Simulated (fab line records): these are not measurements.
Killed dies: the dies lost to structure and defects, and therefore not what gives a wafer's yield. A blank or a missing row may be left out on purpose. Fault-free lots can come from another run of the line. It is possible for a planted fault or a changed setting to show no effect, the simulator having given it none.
Split-lot study :: flow n5_finfet :: route with 1938 steps; 7 lots, 21 wafers read

== THE SPLIT ITSELF ==
At N5_SD_EPI_N_EPI_21 (deposits Si:P, time 690 s), the setting epi_growth_time_s was moved away from the recipe's 690 s on 4 of the 21 wafers read, by -10.3% to +9.6%. All remaining wafers had this setting at the recipe value.

== FROM THE SPLIT TO THE READING: what the file shows between them, 8 steps ==
- N5_SD_EPI_N_EPI_MEAS_23
- N5_SD_EPI_P_EPI_21: deposits SiGe:B, time 355 s (also split here: time_s)
- N5_SD_EPI_P_EPI_MEAS_23
- N5_SD_EPI_P_HM_STRIP_48: strips SiNx in H3PO4, material SiNx, target depth 3 nm
- N5_SD_EPI_P_SRD_49: time 30 s
- N5_SD_EPI_P_PRECLEAN_24: cleans in O3/DIW, time 45 s
- N5_SD_ACTIVATION_RTA_00: time 0 s
- N5_SD_ACTIVATION_LSA_01: time 0.0008 s

== THE READING ==
At N5_SD_ACTIVATION_RS_MEAS_03, a four-point-probe measurement gives RS_SD_N in ohm/sq. On this fab line, fault-free wafers typically give 21.93 ohm/sq with a standard deviation of 0.3 ohm/sq.

wafer: L076.2
tool, chamber at the split: epi_rpcvd-04, 0
epi_growth_time_s as run, s: 756.3
against the recipe: +9.6%
RS_SD_N, ohm/sq: 20.23
against lot-mates on the recipe: -1.50

wafer: L076.4
tool, chamber at the split: epi_rpcvd-04, 0
epi_growth_time_s as run, s: 690
against the recipe: recipe
RS_SD_N, ohm/sq: 21.79
against lot-mates on the recipe: -

wafer: L076.6
tool, chamber at the split: epi_rpcvd-04, 0
epi_growth_time_s as run, s: 690
against the recipe: recipe
RS_SD_N, ohm/sq: 21.68
against lot-mates on the recipe: -

wafer: L077.2
tool, chamber at the split: epi_rpcvd-02, 0
epi_growth_time_s as run, s: 690
against the recipe: recipe
RS_SD_N, ohm/sq: 22.11
against lot-mates on the recipe: -

wafer: L077.3
tool, chamber at the split: epi_rpcvd-02, 0
epi_growth_time_s as run, s: 690
against the recipe: recipe
RS_SD_N, ohm/sq: 22.04
against lot-mates on the recipe: -

wafer: L077.5
tool, chamber at the split: epi_rpcvd-02, 0
epi_growth_time_s as run, s: 690
against the recipe: recipe
RS_SD_N, ohm/sq: 22.03
against lot-mates on the recipe: -

wafer: L078.1
tool, chamber at the split: epi_rpcvd-02, 0
epi_growth_time_s as run, s: 690
against the recipe: recipe
RS_SD_N, ohm/sq: 22.31
against lot-mates on the recipe: -

wafer: L078.3
tool, chamber at the split: epi_rpcvd-02, 0
epi_growth_time_s as run, s: 690
against the recipe: recipe
RS_SD_N, ohm/sq: 22.22
against lot-mates on the recipe: -

wafer: L078.5
tool, chamber at the split: epi_rpcvd-02, 0
epi_growth_time_s as run, s: 627.3
against the recipe: -9.1%
RS_SD_N, ohm/sq: 23.66
against lot-mates on the recipe: +1.39

wafer: L079.3
tool, chamber at the split: epi_rpcvd-03, 0
epi_growth_time_s as run, s: 690
against the recipe: recipe
RS_SD_N, ohm/sq: 22.17
against lot-mates on the recipe: -

wafer: L079.4
tool, chamber at the split: epi_rpcvd-03, 0
epi_growth_time_s as run, s: 690
against the recipe: recipe
RS_SD_N, ohm/sq: 22.04
against lot-mates on the recipe: -

wafer: L079.6
tool, chamber at the split: epi_rpcvd-03, 0
epi_growth_time_s as run, s: 690
against the recipe: recipe
RS_SD_N, ohm/sq: 21.83
against lot-mates on the recipe: -

wafer: L083.2
tool, chamber at the split: epi_rpcvd-03, 0
epi_growth_time_s as run, s: 690
against the recipe: recipe
RS_SD_N, ohm/sq: 21.77
against lot-mates on the recipe: -

wafer: L083.3
tool, chamber at the split: epi_rpcvd-03, 0
epi_growth_time_s as run, s: 645.5
against the recipe: -6.4%
RS_SD_N, ohm/sq: 23.17
against lot-mates on the recipe: +1.27

wafer: L083.6
tool, chamber at the split: epi_rpcvd-03, 0
epi_growth_time_s as run, s: 690
against the recipe: recipe
RS_SD_N, ohm/sq: 22.03
against lot-mates on the recipe: -

wafer: L093.2
tool, chamber at the split: epi_rpcvd-04, 0
epi_growth_time_s as run, s: 690
against the recipe: recipe
RS_SD_N, ohm/sq: 21.86
against lot-mates on the recipe: -

wafer: L093.4
tool, chamber at the split: epi_rpcvd-04, 0
epi_growth_time_s as run, s: 690
against the recipe: recipe
RS_SD_N, ohm/sq: 21.99
against lot-mates on the recipe: -

wafer: L093.6
tool, chamber at the split: epi_rpcvd-04, 0
epi_growth_time_s as run, s: 690
against the recipe: recipe
RS_SD_N, ohm/sq: 21.57
against lot-mates on the recipe: -

wafer: L096.2
tool, chamber at the split: epi_rpcvd-03, 0
epi_growth_time_s as run, s: 690
against the recipe: recipe
RS_SD_N, ohm/sq: 21.43
against lot-mates on the recipe: -

wafer: L096.3
tool, chamber at the split: epi_rpcvd-03, 0
epi_growth_time_s as run, s: 619.1
against the recipe: -10.3%
RS_SD_N, ohm/sq: 23.12
against lot-mates on the recipe: +1.59

wafer: L096.6
tool, chamber at the split: epi_rpcvd-03, 0
epi_growth_time_s as run, s: 690
against the recipe: recipe
RS_SD_N, ohm/sq: 21.64
against lot-mates on the recipe: -

FIT RESULTS
A straight line over all 21 wafers: RS_SD_N changes by -0.163 ohm/sq for each +1% of epi_growth_time_s; r = -0.93; the points scatter about the line by 0.26 ohm/sq.
The same after taking each lot's own level away (the mean of its wafers on the recipe; 21 wafers): -0.16 ohm/sq for each +1%; r = -0.98; scatter 0.12 ohm/sq.
The reading moves by 1.6 ohm/sq for the largest change in epi_growth_time_s, on that fit.
Measured against the standard deviation above, the lots' own levels, which go from 21.535 to 22.265 ohm/sq, span 2.4 times it.
So the lot-to-lot level changes the slope little: the two slopes agree.
Check: for one of the wafers moved furthest among these (-10.3%), held out of the fit, the line's prediction against its lot-mates is +1.68 ohm/sq. It came out at +1.59 ohm/sq against them.

== THESE WAFERS: OTHER SPLITS ==
Before the reading, these wafers also passed through other splits. Each is held against what the fit with the lots' levels taken away leaves over:
other split on the same wafers: N5_FIN_CUT_COAT_19 spin_rpm
wafers away from the commonest value: 11
r with RS_SD_N (lot level and that fit taken away): +0.23

other split on the same wafers: N5_SD_EPI_N_ETCH_16 target_depth_a
wafers away from the commonest value: 6
r with RS_SD_N (lot level and that fit taken away): +0.22

other split on the same wafers: N5_SD_EPI_P_EPI_21 time_s
wafers away from the commonest value: 11
r with RS_SD_N (lot level and that fit taken away): +0.02

== THE WHOLE CHAIN: every reading that the file lists as answering this split, in the file's order ==
step: N5_SD_EPI_N_EPI_21
what it does: deposits Si:P, time 690 s
reading: Si-P_of_SD_EPI_N_EPI_21.thk_nm (the simulator's own value, which no gauge read)
change (the file's fit): +0.431 nm for each +1% of the setting
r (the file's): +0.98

step: N5_SD_EPI_N_EPI_MEAS_23
what it does: 
reading: thk_nm
change (the file's fit): withheld for each +1% of the setting
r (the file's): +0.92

step: N5_SD_EPI_P_HM_STRIP_48
what it does: strips SiNx in H3PO4, material SiNx, target depth 3 nm
reading: Si-P_of_SD_EPI_N_EPI_21.thk_nm (the simulator's own value, which no gauge read)
change (the file's fit): +0.425 nm for each +1% of the setting
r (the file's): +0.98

step: N5_SD_ACTIVATION_RS_MEAS_03
what it does: measures by four-point-probe
reading: RS_SD_N
change (the file's fit): -0.16 for each +1% of the setting
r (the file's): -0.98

== THE FILE'S OWN FIT ==
RS_SD_N changes by -0.16 ohm/sq for each +1% of epi_growth_time_s, r = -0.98.
